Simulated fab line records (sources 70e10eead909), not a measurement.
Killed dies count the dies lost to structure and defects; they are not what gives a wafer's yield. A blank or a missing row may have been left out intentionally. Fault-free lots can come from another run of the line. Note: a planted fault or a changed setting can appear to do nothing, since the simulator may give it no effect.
What tool caused it? || flow nand harc || 42 wafers from 14 lots sampled at 4 of the route's 1159 steps

== WHAT EACH GAUGE READ, for each wafer ==
NHARC_A_ONON_D1_THK_MEAS_27: measures by ellipsometry.
{"lot": "L576", "measured": "day 8 00:19", "on": "film metro-01", "thk nm (nm)": "996 996 994"}
{"lot": "L579", "measured": "day 8 20:25", "on": "film metro-02", "thk nm (nm)": "994 995 994"}
{"lot": "L578", "measured": "day 8 20:25", "on": "film metro-01", "thk nm (nm)": "1017 1017 1016"}
{"lot": "L580", "measured": "day 8 20:33", "on": "film metro-01", "thk nm (nm)": "1007 1008 1009"}
{"lot": "L577", "measured": "day 8 20:46", "on": "film metro-02", "thk nm (nm)": "1003 1004 1003"}
{"lot": "L587", "measured": "day 10 22:04", "on": "film metro-01", "thk nm (nm)": "1012 1013 1013"}
{"lot": "L589", "measured": "day 11 09:23", "on": "film metro-02", "thk nm (nm)": "981 979 984"}
{"lot": "L588", "measured": "day 11 09:44", "on": "film metro-02", "thk nm (nm)": "1000 1000 999"}
{"lot": "L591", "measured": "day 11 16:58", "on": "film metro-02", "thk nm (nm)": "996 995 994"}
{"lot": "L592", "measured": "day 11 16:58", "on": "film metro-01", "thk nm (nm)": "995 994 995"}
{"lot": "L593", "measured": "day 12 02:53", "on": "film metro-02", "thk nm (nm)": "1001 1003 1001"}
{"lot": "L595", "measured": "day 12 14:34", "on": "film metro-02", "thk nm (nm)": "997 998 998"}
{"lot": "L597", "measured": "day 13 05:15", "on": "film metro-02", "thk nm (nm)": "1017 1013 1014"}
{"lot": "L599", "measured": "day 14 04:11", "on": "film metro-02", "thk nm (nm)": "1000 1000 1002"}

NHARC_A_ONON_D1_INSPECT_32.
{"lot": "L576", "measured": "day 8 01:25", "on": "defect inspect-02", "raw defect count": "134 104 126"}
{"lot": "L579", "measured": "day 8 21:31", "on": "defect inspect-02", "raw defect count": "136 67 60"}
{"lot": "L578", "measured": "day 8 21:32", "on": "defect inspect-01", "raw defect count": "66 65 72"}
{"lot": "L580", "measured": "day 8 21:41", "on": "defect inspect-02", "raw defect count": "86 86 84"}
{"lot": "L577", "measured": "day 8 21:53", "on": "defect inspect-01", "raw defect count": "56 132 56"}
{"lot": "L587", "measured": "day 10 23:10", "on": "defect inspect-01", "raw defect count": "60 73 54"}
{"lot": "L589", "measured": "day 11 10:30", "on": "defect inspect-01", "raw defect count": "55 122 77"}
{"lot": "L588", "measured": "day 11 10:49", "on": "defect inspect-02", "raw defect count": "65 109 108"}
{"lot": "L591", "measured": "day 11 18:05", "on": "defect inspect-01", "raw defect count": "54 63 53"}
{"lot": "L592", "measured": "day 11 18:05", "on": "defect inspect-02", "raw defect count": "55 47 51"}
{"lot": "L593", "measured": "day 12 03:59", "on": "defect inspect-02", "raw defect count": "75 72 70"}
{"lot": "L595", "measured": "day 12 15:40", "on": "defect inspect-01", "raw defect count": "72 93 90"}
{"lot": "L597", "measured": "day 13 06:44", "on": "defect inspect-02", "raw defect count": "82 38 28"}
{"lot": "L599", "measured": "day 14 05:25", "on": "defect inspect-01", "raw defect count": "39 77 47"}

NHARC_A_CHANNEL_HOLE_D1_OVL_MEAS_11.
{"lot": "L576", "measured": "day 8 04:41", "on": "overlay-02", "overlay x nm (nm)": "1.6 0.8 1.4", "overlay y nm (nm)": "0.8 1.0 1.1"}
{"lot": "L579", "measured": "day 9 00:19", "on": "overlay-02", "overlay x nm (nm)": "1.6 1.7 1.6", "overlay y nm (nm)": "-0.5 -0.1 -0.2"}
{"lot": "L578", "measured": "day 9 00:28", "on": "overlay-01", "overlay x nm (nm)": "-0.7 -0.9 -0.9", "overlay y nm (nm)": "-2.3 -2.1 -1.8"}
{"lot": "L580", "measured": "day 9 00:38", "on": "overlay-02", "overlay x nm (nm)": "-0.6 -1.3 -1.0", "overlay y nm (nm)": "0.0 0.0 0.1"}
{"lot": "L577", "measured": "day 9 02:13", "on": "overlay-02", "overlay x nm (nm)": "-1.5 -1.2 -1.6", "overlay y nm (nm)": "-0.9 -1.0 -0.9"}
{"lot": "L587", "measured": "day 11 05:08", "on": "overlay-02", "overlay x nm (nm)": "-0.3 -0.5 0.0", "overlay y nm (nm)": "-0.5 -0.8 -0.6"}
{"lot": "L589", "measured": "day 11 13:56", "on": "overlay-02", "overlay x nm (nm)": "1.4 1.3 1.4", "overlay y nm (nm)": "-0.2 0.0 0.3"}
{"lot": "L588", "measured": "day 11 14:59", "on": "overlay-01", "overlay x nm (nm)": "1.1 0.1 0.8", "overlay y nm (nm)": "-0.7 -0.8 -0.5"}
{"lot": "L591", "measured": "day 11 20:54", "on": "overlay-02", "overlay x nm (nm)": "-0.3 -0.7 -0.6", "overlay y nm (nm)": "2.1 2.4 2.1"}
{"lot": "L592", "measured": "day 11 22:04", "on": "overlay-02", "overlay x nm (nm)": "-0.4 0.0 -0.5", "overlay y nm (nm)": "0.9 1.3 1.1"}
{"lot": "L593", "measured": "day 12 06:47", "on": "overlay-02", "overlay x nm (nm)": "-0.5 -0.8 -0.7", "overlay y nm (nm)": "0.4 -0.3 -0.4"}
{"lot": "L595", "measured": "day 12 19:22", "on": "overlay-01", "overlay x nm (nm)": "-0.3 0.6 -0.1", "overlay y nm (nm)": "-0.1 -0.1 -0.3"}
{"lot": "L597", "measured": "day 13 11:44", "on": "overlay-02", "overlay x nm (nm)": "-0.6 -0.4 -0.7", "overlay y nm (nm)": "-0.5 -0.7 -0.4"}
{"lot": "L599", "measured": "day 14 08:30", "on": "overlay-01", "overlay x nm (nm)": "-2.0 -1.8 -1.6", "overlay y nm (nm)": "0.0 -0.1 0.0"}

== WHICH TOOL RAN EACH LOT (tool, then ch and the chambers of the sampled wafers, then the start) ==
{"lot": "L576", "NHARC_A_CHANNEL_HOLE_D1_SOFTBAKE_05": "litho track-01 ch 0, day 8 04:00"}
{"lot": "L579", "NHARC_A_CHANNEL_HOLE_D1_SOFTBAKE_05": "litho track-04 ch 0, day 8 23:00"}
{"lot": "L578", "NHARC_A_CHANNEL_HOLE_D1_SOFTBAKE_05": "litho track-01 ch 0, day 8 23:00"}
{"lot": "L580", "NHARC_A_CHANNEL_HOLE_D1_SOFTBAKE_05": "litho track-06 ch 0, day 8 23:00"}
{"lot": "L577", "NHARC_A_CHANNEL_HOLE_D1_SOFTBAKE_05": "litho track-04 ch 0, day 9 01:00"}
{"lot": "L587", "NHARC_A_CHANNEL_HOLE_D1_SOFTBAKE_05": "litho track-01 ch 0, day 11 04:00"}
{"lot": "L589", "NHARC_A_CHANNEL_HOLE_D1_SOFTBAKE_05": "litho track-04 ch 0, day 11 13:00"}
{"lot": "L588", "NHARC_A_CHANNEL_HOLE_D1_SOFTBAKE_05": "litho track-01 ch 0, day 11 14:00"}
{"lot": "L591", "NHARC_A_CHANNEL_HOLE_D1_SOFTBAKE_05": "litho track-06 ch 0, day 11 20:00"}
{"lot": "L592", "NHARC_A_CHANNEL_HOLE_D1_SOFTBAKE_05": "litho track-04 ch 0, day 11 21:00"}
{"lot": "L593", "NHARC_A_CHANNEL_HOLE_D1_SOFTBAKE_05": "litho track-06 ch 0, day 12 06:00"}
{"lot": "L595", "NHARC_A_CHANNEL_HOLE_D1_SOFTBAKE_05": "litho track-06 ch 0, day 12 18:00"}
{"lot": "L597", "NHARC_A_CHANNEL_HOLE_D1_SOFTBAKE_05": "litho track-06 ch 0, day 13 11:00"}
{"lot": "L599", "NHARC_A_CHANNEL_HOLE_D1_SOFTBAKE_05": "litho track-01 ch 0, day 14 07:00"}
- NHARC_A_CHANNEL_HOLE_D1_SOFTBAKE_05: time 55 s.

== AS READ BY THE TOOLS THEMSELVES (means over the sampled wafers that have a number; for cases with no such wafer, the mark the record gives instead) ==
NHARC_A_CHANNEL_HOLE_D1_SOFTBAKE_05.
{"lot": "L576", "tool": "litho track-01", "exhaust pa (Pa)": 44.2, "heater power total W (W)": 188.44, "plate temp C (C)": 104.94}
{"lot": "L579", "tool": "litho track-04", "exhaust pa (Pa)": 46.4, "heater power total W (W)": 188.36, "plate temp C (C)": 104.98}
{"lot": "L578", "tool": "litho track-01", "exhaust pa (Pa)": 45.5, "heater power total W (W)": 188.48, "plate temp C (C)": 105.07}
{"lot": "L580", "tool": "litho track-06", "exhaust pa (Pa)": 44.8, "heater power total W (W)": 188.49, "plate temp C (C)": 104.81}
{"lot": "L577", "tool": "litho track-04", "exhaust pa (Pa)": 44.2, "heater power total W (W)": 188.55, "plate temp C (C)": 104.79}
{"lot": "L587", "tool": "litho track-01", "exhaust pa (Pa)": 44.2, "heater power total W (W)": 192.89, "plate temp C (C)": 104.94}
{"lot": "L589", "tool": "litho track-04", "exhaust pa (Pa)": 46.1, "heater power total W (W)": 188.44, "plate temp C (C)": 104.96}
{"lot": "L588", "tool": "litho track-01", "exhaust pa (Pa)": 45.3, "heater power total W (W)": 193.07, "plate temp C (C)": 105.12}
{"lot": "L591", "tool": "litho track-06", "exhaust pa (Pa)": 47.1, "heater power total W (W)": 188.44, "plate temp C (C)": 105.00}
{"lot": "L592", "tool": "litho track-04", "exhaust pa (Pa)": 43.8, "heater power total W (W)": 188.59, "plate temp C (C)": 105.01}
{"lot": "L593", "tool": "litho track-06", "exhaust pa (Pa)": 44.4, "heater power total W (W)": 188.33, "plate temp C (C)": 104.89}
{"lot": "L595", "tool": "litho track-06", "exhaust pa (Pa)": 46.7, "heater power total W (W)": 188.51, "plate temp C (C)": 105.17}
{"lot": "L597", "tool": "litho track-06", "exhaust pa (Pa)": 45.8, "heater power total W (W)": 188.49, "plate temp C (C)": 105.10}
{"lot": "L599", "tool": "litho track-01", "exhaust pa (Pa)": 45.2, "heater power total W (W)": 188.39, "plate temp C (C)": 105.17}

== THE ANSWER, worked out from the rows above alone ==
Rule: the lots themselves supply what counts as usual. Put in order of their means at a reading, lots are off if they are a third of the lots or fewer, leave a main group of 4 or more, and stand apart from it by a gap of 3 or more times the standard deviation of the main group's means; of several such gaps the widest counts. The tables above print the reading to a certain number of digits; a main group whose means all agree to those digits is not used. A lot without any number at a reading at which 4 lots or more have one is off too. Where the step has rows for the other lots, those lots are counted as sound. First the gauges in route order, then the tools' own readings, where a lot's mean is used as printed above. At the first step where some lot is off, the reading lying furthest off is the one used; lots without a number count as furthest.
Off: L587, L588, at NHARC_A_CHANNEL_HOLE_D1_SOFTBAKE_05 (heater power total W). Mean 188.46 W and standard deviation 0.072 in the main group.
A tool fits if, at that step or a process step before it, it ran every lot that is off, and no sound lot after the first of them. Of those tried, none fits.

== WHAT THE SIMULATOR PUT IN ==
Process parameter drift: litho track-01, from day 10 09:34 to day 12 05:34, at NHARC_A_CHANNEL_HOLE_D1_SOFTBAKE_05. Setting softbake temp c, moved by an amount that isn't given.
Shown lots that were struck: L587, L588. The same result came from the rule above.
